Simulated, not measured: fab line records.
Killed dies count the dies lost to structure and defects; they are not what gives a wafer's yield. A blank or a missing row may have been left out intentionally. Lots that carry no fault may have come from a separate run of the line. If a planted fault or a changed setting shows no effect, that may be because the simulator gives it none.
fab line records -- flow n5-finfet
[record] lots = 9, wafers = 27, last-day = 18
route steps=1938 shown SDB@347 BEOL_M4@1111
lots untouched by any fault: they come from a run of this same line in which no faults occurred
start-h: hours from the record's opening day to when the first of the lot's shown wafers began -- wait-h: hours from the lot's prior step to this one -- " identical to the entry in the row above -- L1.1+2: a row that stands for several wafers -- - value missing, or start not given -- * or withheld: withheld -- < > ~ a bound
route shown NAME@n: NAME is a module with steps in the file, n the number in the route of the first one -- usual: mean/standard deviation of fault-free wafers -- same: alike in all rows -- chamber/n: place in a boat -- sites: per-site readings -- _std_site: the standard deviation of these -- _edge_site: inner sites' mean taken away from outer sites' mean -- radius-mm: how far each site lies from the wafer's centre -- mask NAME#n: copy n -- behind: the last tool/chamber to shape the wafer -- hold: why the lot was held/for how many hours/how that ended -- device: which transistor (n, p or np) failed to switch -- end of line: tests run on the same wafers once the route is complete -- a step with no rows: only its recipe -- killed: not the wafer's yield, but the dies lost to structure and defects at the first sort -- map: dies across one wafer; x = killed, . = not, _ = none there
set.NAME: the setting the step ran with; set.NAME@STEP: the setting that earlier step ran with -- model.NAME: the simulator's own value behind a step, which no gauge read
steps of the route over a sample of lots; a table a step, a row a wafer
services: the hour from which a tool's chamber was out of use, counted from the record's first day as start-h (under 0 if before that day), plus the number of hours and why
[[steps]]
[step N5_SDB_HM_DEP_00]
[recipe] material = SiNx, target-thk-a = 400, temp-c = 400, precursor = SiH4/NH3/N2, pressure-torr = 1.5, rf-w = 300, time-s = 35.3
[usual] heater-power-w = 784/85, showerhead-plenum-p-Torr = 5.12/0.066, throttle-valve-pct = 39.3/1.9
[same] time-s = 35.3
lot.wafer,tool,chamber,start-h,wait-h,heater-power-w,showerhead-plenum-p-Torr,throttle-valve-pct
L391.3,pecvd-02,0,108.75,0.0,775,5.15,37.9
L391.5,pecvd-02,0,108.75,0.0,767,5.15,37.6
L391.6,pecvd-02,1,108.75,0.0,757,5.09,39.2
L394.4,pecvd-01,1,124.29,0.1,690,5.06,40.3
L394.5,pecvd-01,2,124.29,0.1,793,5.05,37.1
L394.6,pecvd-01,0,124.29,0.1,713,5.11,42.7
L396.1,pecvd-04,2,142.49,0.0,963,5.24,42.1
L396.3,pecvd-04,0,142.49,0.0,818,5.13,39.0
L396.5,pecvd-04,0,142.49,0.0,814,5.13,39.0
L397.1,pecvd-04,1,151.36,0.0,855,5.20,38.7
L397.3,pecvd-04,0,151.36,0.0,702,5.14,39.1
L397.4,pecvd-04,2,151.36,0.0,937,5.24,41.6
L398.2,pecvd-04,0,152.84,0.0,784,5.12,39.0
L398.3,pecvd-04,2,152.84,0.0,858,5.24,41.8
L398.6,pecvd-04,2,152.84,0.0,852,5.23,41.8
L400.3,pecvd-01,2,159.93,0.0,814,5.04,37.4
L400.4,pecvd-01,1,159.93,0.0,637,5.06,40.0
L400.5,pecvd-01,2,159.93,0.0,798,5.02,37.5
L404.1,pecvd-01,2,192.58,0.0,795,5.04,37.4
L404.5,pecvd-01,1,192.58,0.0,623,5.07,40.1
L404.6,pecvd-01,0,192.58,0.0,760,5.12,42.5
L406.1,pecvd-01,0,199.11,0.0,726,5.12,42.5
L406.3,pecvd-01,1,199.11,0.0,755,5.06,40.6
L406.6,pecvd-01,2,199.11,0.0,727,5.02,37.4
L407.1,pecvd-02,1,205.67,0.0,804,5.09,39.2
L407.2,pecvd-02,2,205.67,0.0,679,5.05,37.4
L407.4,pecvd-02,0,205.67,0.0,742,5.15,38.0
[step N5_SDB_CD_MEAS_11]
[recipe] target-cd-nm = 50, landing-energy-ev = 500, detector = se-inlens, polarity = opening
[usual] cd-nm = 50.8/0.99
lot.wafer,tool,chamber,start-h,wait-h,cd-nm
L391.3,cd-sem-01,0,109.21,-,50.5
L391.5,cd-sem-01,0,109.21,-,51.1
L391.6,cd-sem-01,0,109.21,-,49.7
L394.4,cd-sem-03,0,124.59,-,50.8
L394.5,cd-sem-03,0,124.59,-,51.7
L394.6,cd-sem-03,0,124.59,-,52.2
L396.1,cd-sem-01,0,142.81,-,51.4
L396.3,cd-sem-01,0,142.81,-,51.6
L396.5,cd-sem-01,0,142.81,-,52.8
L397.1,cd-sem-01,0,151.68,-,51.0
L397.3,cd-sem-01,0,151.68,-,49.3
L397.4,cd-sem-01,0,151.68,-,49.2
L398.2,cd-sem-03,0,153.29,-,51.7
L398.3,cd-sem-03,0,153.29,-,51.0
L398.6,cd-sem-03,0,153.29,-,51.1
L400.3,cd-sem-03,0,160.39,-,52.2
L400.4,cd-sem-03,0,160.39,-,52.3
L400.5,cd-sem-03,0,160.39,-,52.0
L404.1,cd-sem-02,0,192.90,-,49.2
L404.5,cd-sem-02,0,192.90,-,49.9
L404.6,cd-sem-02,0,192.90,-,49.8
L406.1,cd-sem-03,0,199.43,-,50.4
L406.3,cd-sem-03,0,199.43,-,50.0
L406.6,cd-sem-03,0,199.43,-,50.9
L407.1,cd-sem-03,0,205.99,-,51.5
L407.2,cd-sem-03,0,205.99,-,50.7
L407.4,cd-sem-03,0,205.99,-,51.1
[step N5_SDB_DESCUM_16]
[recipe] chemistry = O2, time-s = 7.9, source-power-w = 50, bias-power-w = 20, pressure-mtorr = 20, rf-frequency-hz = 2.712e+07, temp-c = 40, resist = CAR-ArF, o2-flow-sccm = 225
[usual] drypump-motor-current-A = 5.7/0.53, oes-product-au = 0.79/0.089, rf-vpp-V = 244.0/1, showerhead-plenum-p-Torr = 2.15/0.058, throttle-valve-pct = 20.36/0.19
[same] time-s = 7.9
lot.wafer,tool,chamber,start-h,wait-h,drypump-motor-current-A,oes-product-au,rf-hours-counter-h,rf-vpp-V,showerhead-plenum-p-Torr,throttle-valve-pct
L391.3,rie-diel-05,3,109.67,0.4,6.1,0.72,174,244.5,2.19,20.54
L391.5,rie-diel-05,3,109.67,0.4,6.1,0.73,-,244.5,2.19,20.56
L391.6,rie-diel-05,2,109.67,0.4,5.9,0.74,-,244.5,2.19,20.27
L394.4,rie-diel-05,1,127.42,2.8,6.1,0.71,179,244.3,2.18,20.56
L394.5,rie-diel-05,1,127.42,2.8,6.1,0.72,-,245.0,2.18,20.55
L394.6,rie-diel-05,0,127.42,2.8,5.5,0.78,-,244.8,2.20,20.44
L396.1,rie-diel-04,0,142.90,0.0,6.7,0.89,41,245.8,2.22,20.10
L396.3,rie-diel-04,2,142.90,0.0,5.0,0.98,4,243.3,2.14,20.38
L396.5,rie-diel-04,2,142.90,0.0,4.9,0.98,-,244.2,2.14,20.35
L397.1,rie-diel-04,0,151.77,0.0,6.7,0.88,44,245.3,2.22,20.12
L397.3,rie-diel-04,2,151.77,0.0,5.0,0.97,8,244.1,2.14,20.39
L397.4,rie-diel-04,3,151.77,0.0,4.9,0.84,78,241.5,2.01,20.35
L398.2,rie-diel-01,0,153.38,0.0,5.5,0.68,233,243.1,2.14,20.35
L398.3,rie-diel-01,3,153.38,0.0,5.7,0.89,29,242.7,2.12,20.59
L398.6,rie-diel-01,3,153.38,0.0,5.7,0.89,-,243.7,2.13,20.58
L400.3,rie-diel-04,0,160.50,0.1,6.7,0.88,48,247.2,2.22,20.12
L400.4,rie-diel-04,3,160.50,0.1,4.9,0.84,-,242.5,2.01,20.35
L400.5,rie-diel-04,2,160.50,0.1,4.9,0.96,-,242.3,2.14,20.39
L404.1,rie-diel-05,3,193.53,0.6,6.1,0.71,203,243.8,2.18,20.59
L404.5,rie-diel-05,1,193.53,0.6,6.1,0.70,-,244.5,2.17,20.61
L404.6,rie-diel-05,2,193.53,0.6,5.9,0.73,-,244.7,2.18,20.32
L406.1,rie-diel-04,1,199.52,0.0,5.7,0.78,126,242.5,2.10,20.22
L406.3,rie-diel-04,3,199.52,0.0,4.9,0.82,97,243.2,2.01,20.38
L406.6,rie-diel-04,0,199.52,0.0,6.7,0.85,-,246.6,2.21,20.14
L407.1,rie-diel-05,2,206.15,0.1,5.9,0.72,221,244.6,2.17,20.33
L407.2,rie-diel-05,0,206.15,0.1,5.6,0.76,173,244.1,2.19,20.47
L407.4,rie-diel-05,1,206.15,0.1,6.1,0.68,209,244.0,2.17,20.60
[step N5_SDB_ETCH_18]
[recipe] chemistry = N2/H2, target = SOC, target-depth-a = 1000, overetch-a = 200, mask-material = SiARC, temp-c = 40, time-s = 150, ion-energy-ev = 200, pressure-mtorr = 30, source-w = 840, bias-w = 150, n2-flow-sccm = 200, h2-flow-sccm = 200
[usual] drypump-motor-current-A = 5.8/0.52, h2-flow-sccm = 200.0/0.56, oes-product-au = 0.70/0.075, rf-fwd-power-W = 837.3/2.5, rf-vpp-V = 525.9/1.8, showerhead-plenum-p-Torr = 2.61/0.062, throttle-valve-pct = 17.74/0.25
[same] time-s = 150
lot.wafer,tool,chamber,start-h,wait-h,drypump-motor-current-A,h2-flow-sccm,oes-product-au,rf-fwd-power-W,rf-hours-counter-h,rf-vpp-V,showerhead-plenum-p-Torr,throttle-valve-pct
L391.3,rie-diel-05,3,109.74,0.0,6.1,199.1,0.65,840.8,174,525.9,2.65,17.92
L391.5,rie-diel-05,3,109.74,0.0,6.1,199.7,0.65,838.3,-,527.1,2.65,17.94
L391.6,rie-diel-05,2,109.74,0.0,5.9,200.3,0.66,839.2,-,526.4,2.63,17.44
L394.4,rie-diel-05,1,127.49,0.0,6.1,199.4,0.63,838.9,179,526.7,2.64,17.88
L394.5,rie-diel-05,1,127.49,0.0,6.1,200.3,0.63,835.7,-,528.1,2.64,17.89
L394.6,rie-diel-05,0,127.49,0.0,5.6,198.6,0.69,837.7,-,527.6,2.66,17.81
L396.1,rie-diel-04,0,142.97,0.0,6.7,200.4,0.78,841.0,41,526.9,2.68,17.31
L396.3,rie-diel-04,2,142.97,0.0,5.0,200.1,0.86,841.9,4,525.0,2.60,17.88
L396.5,rie-diel-04,2,142.97,0.0,5.0,199.7,0.87,842.2,-,526.3,2.60,17.87
L397.1,rie-diel-04,0,151.84,0.0,6.7,199.2,0.77,834.3,44,528.7,2.68,17.31
L397.3,rie-diel-04,2,151.84,0.0,5.0,200.2,0.86,837.0,8,526.3,2.60,17.88
L397.4,rie-diel-04,3,151.84,0.0,4.9,200.5,0.75,837.8,78,521.4,2.46,17.89
L398.2,rie-diel-01,0,153.45,0.0,5.5,200.0,0.62,835.6,233,526.9,2.60,17.73
L398.3,rie-diel-01,3,153.45,0.0,5.7,199.5,0.79,837.7,29,524.4,2.59,17.99
L398.6,rie-diel-01,3,153.45,0.0,5.7,200.4,0.80,842.7,-,526.0,2.59,17.99
L400.3,rie-diel-04,0,160.57,0.0,6.7,200.9,0.77,836.7,48,528.1,2.68,17.33
L400.4,rie-diel-04,3,160.57,0.0,4.9,200.6,0.74,838.1,-,521.3,2.46,17.89
L400.5,rie-diel-04,2,160.57,0.0,5.0,200.3,0.86,837.0,-,527.7,2.60,17.87
L404.1,rie-diel-05,3,193.60,0.0,6.1,200.5,0.63,841.2,203,526.8,2.64,17.98
L404.5,rie-diel-05,1,193.60,0.0,6.1,198.7,0.62,834.9,-,526.4,2.63,17.92
L404.6,rie-diel-05,2,193.60,0.0,5.9,199.7,0.64,1037.0,-,490.0,2.61,17.49
L406.1,rie-diel-04,1,199.59,0.0,5.7,199.9,0.69,833.5,126,524.9,2.54,17.56
L406.3,rie-diel-04,3,199.59,0.0,4.9,199.4,0.73,837.3,97,522.1,2.45,17.91
L406.6,rie-diel-04,0,199.59,0.0,6.7,201.1,0.75,834.6,-,527.9,2.67,17.34
L407.1,rie-diel-05,2,206.22,0.0,5.9,199.9,0.64,1039.4,221,490.3,2.61,17.49
L407.2,rie-diel-05,0,206.22,0.0,5.6,200.3,0.68,838.5,173,525.7,2.65,17.86
L407.4,rie-diel-05,1,206.22,0.0,6.0,198.7,0.62,839.1,209,526.1,2.63,17.92
[step N5_BEOL_M4_RC_MEAS_101]
[usual] DIBL_N = 36.1/1.7, DIBL_P = 35.9/2.1, IOFF_N = 0.154/0.029, IOFF_P = 0.21/0.035, ION_N = 673/10, ION_P = 463/7.5, SS_N = 71.6/0.59, SS_P = 73.2/0.69, VT_N = 250.5/2.9, VT_P = -250/3.2
lot.wafer,tool,chamber,start-h,wait-h,DIBL_N[mV/V],DIBL_P[mV/V],IOFF_N[nA/um],IOFF_P[nA/um],ION_N[uA/um],ION_P[uA/um],SS_N[mV/dec],SS_P[mV/dec],VT_N[mV],VT_P[mV]
L391.3,prober-01,0,224.41,0.3,38.0,38.1,0.166,0.24,675,465,71.7,73.9,249.4,-245
L391.5,prober-01,0,224.41,0.3,37.1,36.7,0.147,0.21,674,466,71.3,73.9,251.3,-249
L391.6,prober-01,0,224.41,0.3,38.6,38.0,0.166,0.23,669,463,72.2,74.0,250.2,-248
L396.1,prober-01,0,252.55,0.0,35.5,33.6,0.129,0.17,671,458,71.4,73.4,253.9,-256
L396.3,prober-01,0,252.55,0.0,38.1,36.0,0.174,0.21,686,459,71.9,73.2,246.4,-250
L396.5,prober-01,0,252.55,0.0,34.7,32.0,0.118,0.15,653,445,70.9,72.0,252.6,-253
L394.4,prober-02,0,252.78,0.5,35.3,35.5,0.162,0.23,678,464,71.4,74.0,251.4,-245
L394.5,prober-02,0,252.78,0.5,35.3,35.3,0.161,0.23,677,464,70.8,73.5,250.4,-248
L394.6,prober-02,0,252.78,0.5,32.9,32.6,0.119,0.19,666,459,70.7,71.7,253.0,-247
L398.2,prober-02,0,267.96,0.2,36.9,36.6,0.160,0.22,668,460,72.4,73.3,250.9,-250
L398.3,prober-02,0,267.96,0.2,36.1,36.0,0.148,0.20,674,460,71.6,73.1,252.0,-251
L398.6,prober-02,0,267.96,0.2,37.9,37.5,0.186,0.22,668,456,72.3,72.8,248.8,-253
L397.1,prober-01,0,268.87,0.0,35.6,35.8,0.148,0.21,668,462,71.5,73.6,250.8,-250
L397.3,prober-01,0,268.87,0.0,35.3,35.4,0.140,0.20,665,458,71.5,73.0,251.8,-250
L397.4,prober-01,0,268.87,0.0,36.7,36.4,0.151,0.20,661,454,72.3,72.6,250.6,-250
L400.3,prober-02,0,272.77,0.3,37.2,37.7,0.166,0.28,678,480,72.0,73.7,248.9,-243
L400.4,prober-02,0,272.77,0.3,34.7,34.4,0.118,0.22,651,462,71.1,72.4,253.9,-247
L400.5,prober-02,0,272.77,0.3,36.0,36.1,0.152,0.25,671,471,70.3,73.1,248.7,-244
L404.1,prober-02,0,302.65,0.0,34.0,33.3,0.125,0.19,672,465,71.2,71.5,253.6,-254
L404.5,prober-02,0,302.65,0.0,32.3,32.1,0.120,0.19,676,475,70.9,72.4,250.4,-252
L404.6,prober-02,0,302.65,0.0,35.7,34.5,0.151,0.21,667,464,71.7,72.7,248.6,-251
L406.1,prober-01,0,321.65,0.0,36.1,37.7,0.164,0.21,686,467,72.1,73.4,250.2,-251
L406.3,prober-01,0,321.65,0.0,35.4,35.9,0.149,0.18,672,458,71.8,72.7,250.4,-250
L406.6,prober-01,0,321.65,0.0,36.3,37.1,0.156,0.19,677,461,71.9,72.5,249.8,-250
L407.1,prober-02,0,322.26,0.1,36.6,33.7,0.141,0.17,670,458,71.2,73.6,252.5,-254
L407.2,prober-02,0,322.26,0.1,36.2,33.5,0.131,0.17,669,457,70.7,72.3,253.5,-254
L407.4,prober-02,0,322.26,0.1,38.7,37.3,0.171,0.21,675,456,71.6,73.7,247.2,-250
[[services]]
tool,chamber,start-h,hours,kind
pecvd-04,1,84.86,2.1,scheduled-down
pecvd-01,2,90.13,8.4,repair
rie-diel-01,2,92.18,1.8,repair
rie-diel-05,1,94.47,6.9,repair
pecvd-01,1,101.51,5.5,scheduled-down
rie-diel-04,2,110.55,-,clean
rie-diel-04,2,110.55,-,consumable-replace:focus-ring
rie-diel-04,2,110.55,21.2,scheduled-down
rie-diel-04,2,110.55,21.2,vent-cycle
rie-diel-04,-,119.05,14.6,pm
rie-diel-01,-,122.14,14.6,pm
pecvd-01,1,124.36,5.0,scheduled-down
pecvd-04,1,126.33,5.5,scheduled-down
rie-diel-05,3,143.24,5.5,repair
pecvd-02,-,144.95,2.8,pm
rie-diel-05,-,156.81,0.4,repair
rie-diel-04,1,158.29,13.6,repair
pecvd-01,1,164.35,20.2,repair
rie-diel-01,1,172.75,9.3,repair
pecvd-04,0,181.95,2.0,repair
pecvd-04,-,188.59,2.2,repair
rie-diel-05,2,195.63,4.7,repair
pecvd-04,2,202.38,-,clean
pecvd-04,-,205.00,0.8,repair
[[key]]
[first-sign] step = N5_SDB_ETCH_18, reading = rf-fwd-power-W, direction = up, sigmas = 79, usual = *, struck = *
[effect] step = N5_SDB_ETCH_18, reading = rf-vpp-V, direction = down, sigmas = 20, usual = 525.9, struck = 490.2
met-at N5_SDB_ETCH_18
struck-lots L404,L407
struck-wafers L404.6,L407.1
not-acting-at N5_SDB_HM_DEP_00,N5_SDB_CD_MEAS_11,N5_SDB_DESCUM_16
onset-between 109.74 193.60
[fault] kind = process-parameter-drift, tool = rie-diel-05, chamber = 2, onset-h = 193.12, steps = N5_SDB_ETCH_18, channel = source-w, offset = 201.6, shape = step, end-h = 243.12, acts-in = these-recipes-only, stated = 840
